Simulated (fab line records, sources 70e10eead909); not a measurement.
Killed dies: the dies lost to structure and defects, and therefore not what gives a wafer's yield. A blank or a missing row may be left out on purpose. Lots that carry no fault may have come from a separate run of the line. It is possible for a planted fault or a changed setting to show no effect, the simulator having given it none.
A lot that was struck, set against a sound lot + flow nandHarc + 12 steps out of a route of 1159
Sound: wafers L980.2, L980.3, L980.6. The struck wafers were L984.3, L984.4. Last of all comes the cause.
Order at every step that has rows: each side's tool, ch and its chambers, its first start. Under that, the readings that differ: sound wafers + struck wafers + difference of the means + sigmas: that difference in standard deviations of wafers without a fault.
alike: readings with means less than 2 such deviations apart, plus words and numbers identical on both sides. not compared: withheld readings, readings lacking a value on some wafer, bounds such as >300 that could conceal the same value, and numbers that have no deviation in the record and whose values overlap.
The two part at a step that has a row with sigmas, a row that says differs or no value, or rows on one side only. Non-overlapping numbers with no deviation appear without sigmas and do not part them. A reading that every wafer of one side lacks parts them only if that side has two wafers or more.

NHARC_A_WL_FILL_ALD_02: deposits TiN, target thk 2 nm, pulse time 3 s, ald cycles 100.
  sound on aldMetal-04 ch 1,2,3, day 16 23:11; struck on aldMetal-03 ch 2, day 18 02:59
  alike: heaterPowerW, precursorPulseHeightRel
NHARC_A_WL_FILL_CVD_03: deposits W, target thk 40 nm, time 3302 s.
  sound on cvdW-01 ch 0, day 17 08:21; struck on cvdW-02 ch 0,1, day 18 04:23
  alike: heaterPowerW, throttleValvePct
NHARC_A_WL_FILL_ETCHBACK_04: etches the open film in NF3, target depth 60 nm, time 120 s.
  sound on rieMetal-03 ch 0,1, day 17 11:10; struck on rieMetal-02 ch 0,1, day 18 06:50
  alike: drypumpMotorCurrentA, oesProductAu, runLengthS
  not compared: rfHoursCounterH
NHARC_A_WL_FILL_ETCHBACK_05: etches the open film in Cl2/BCl3, target depth 22 nm, time 60 s.
  sound on rieMetal-03 ch 0,1, day 17 11:25; struck on rieMetal-02 ch 0,1, day 18 07:02
  alike: drypumpMotorCurrentA, oesProductAu, runLengthS, tempC
  not compared: rfHoursCounterH
NHARC_A_WL_FILL_STRIP_27: strips in N2/H2, time 20 s.
  sound on plasmaAsher-01 ch 0,1, day 17 11:34; struck on plasmaAsher-01 ch 0,1, day 18 07:11
  alike: drypumpMotorCurrentA, heaterPowerW, tempC
  not compared: rfHoursCounterH
then, 5 steps without rows for these wafers: NHARC_A_WL_FILL_STRIP_28 (strips in post etch residue remover, time 1200 s); NHARC_A_WL_FILL_PRECLEAN_06 (cleans in DIW, time 300 s); NHARC_A_WL_FILL_SRD_07; NHARC_A_WL_FILL_ANNEAL_08 (time 1800 s); NHARC_A_WL_FILL_ALD_10 (deposits SiO2, target thk 50 nm, pulse time 10 s, ald cycles 500).
NHARC_A_WL_FILL_ETCHBACK_16: etches the open film in C4F8/O2/Ar, target depth 88 nm, time 17.6 s.
  sound on rieDiel-10 ch 1,3, day 18 01:52; struck on rieDiel-10 ch 2,3, day 18 19:06
| reading        | sound          | struck    | difference | sigmas |
|----------------|----------------|-----------|------------|--------|
| runLengthS (s) | 39.4 38.4 38.2 | 27.1 28.8 | -10.7      | -19    |
  alike: oesProductAu, rfVppV
  not compared: rfHoursCounterH
then, 1 step without rows for these wafers: NHARC_A_WL_FILL_STRIP_29 (strips in O2, time 20 s).

WHERE THEY PART
At NHARC_A_WL_FILL_ETCHBACK_16 and nowhere else, as far as this record goes.

WHY: what had been put in by the simulator
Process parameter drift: rieDiel-10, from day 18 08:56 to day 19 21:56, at NHARC_A_WL_FILL_ETCHBACK_16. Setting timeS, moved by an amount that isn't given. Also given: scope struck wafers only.
